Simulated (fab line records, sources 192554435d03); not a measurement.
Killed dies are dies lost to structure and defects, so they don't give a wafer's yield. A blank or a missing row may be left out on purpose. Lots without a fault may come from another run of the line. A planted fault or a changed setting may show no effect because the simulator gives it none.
Chamber matching | flow n5_finfet | N5_BEOL_M1_STRIP_19 on rie_diel-03: 4 sister chambers
The step strips in O2. 4 wafers are shown with their chamber, then 11 later ones without.

WAFERS WITH THEIR CHAMBER
wafer  | chamber | showerhead_plenum_p_Torr (Torr)
L089.1 | 1       | 2.11
L089.2 | 0       | 1.96
L089.3 | 3       | 2.00
L092.1 | 2       | 2.08

WAFERS WITHOUT THEIR CHAMBER
wafer  | showerhead_plenum_p_Torr (Torr)
L092.2 | 1.96
L092.4 | 2.00
L091.1 | 2.00
L091.3 | 2.11
L091.6 | 1.96
L095.1 | 1.99
L095.2 | 2.10
L095.4 | 2.07
L096.4 | 2.22
L096.5 | 2.07
L096.6 | 2.10

WHICH CHAMBER EACH WENT THROUGH
wafer  | from the rows above          | in truth
L092.2 | can't be placed: 0 or 3      | 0
L092.4 | can't be placed: 3 or 0      | 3
L091.1 | can't be placed: 3 or 0      | 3
L091.3 | can't be placed: 1 or 2      | 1
L091.6 | can't be placed: 0 or 3      | 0
L095.1 | can't be placed: 3 or 0      | 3
L095.2 | can't be placed: 1 or 2      | 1
L095.4 | can't be placed: 2 or 1 or 3 | 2
L096.4 | can't be placed: 1 or 2      | 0
L096.5 | can't be placed: 2 or 1 or 3 | 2
L096.6 | can't be placed: 1 or 2      | 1
Placed correctly: 0 of 11. Can't be placed from these rows: 11 (the true chamber is among the candidates in 10). Placed wrongly: 0.
How it was worked out, from the rows above alone: a wafer's distance from a chamber is the root of the sum, over the readings, of the square of ((its reading less the chamber's mean) divided by the reading's scatter). The wafer belongs to the nearest chamber; if the next one is less than 2 further off, it can't be placed. A chamber's mean is the mean of its shown wafers. The scatter: with one shown wafer a chamber, the root of the mean of the squares of how far each hidden wafer lies from its nearest shown one.
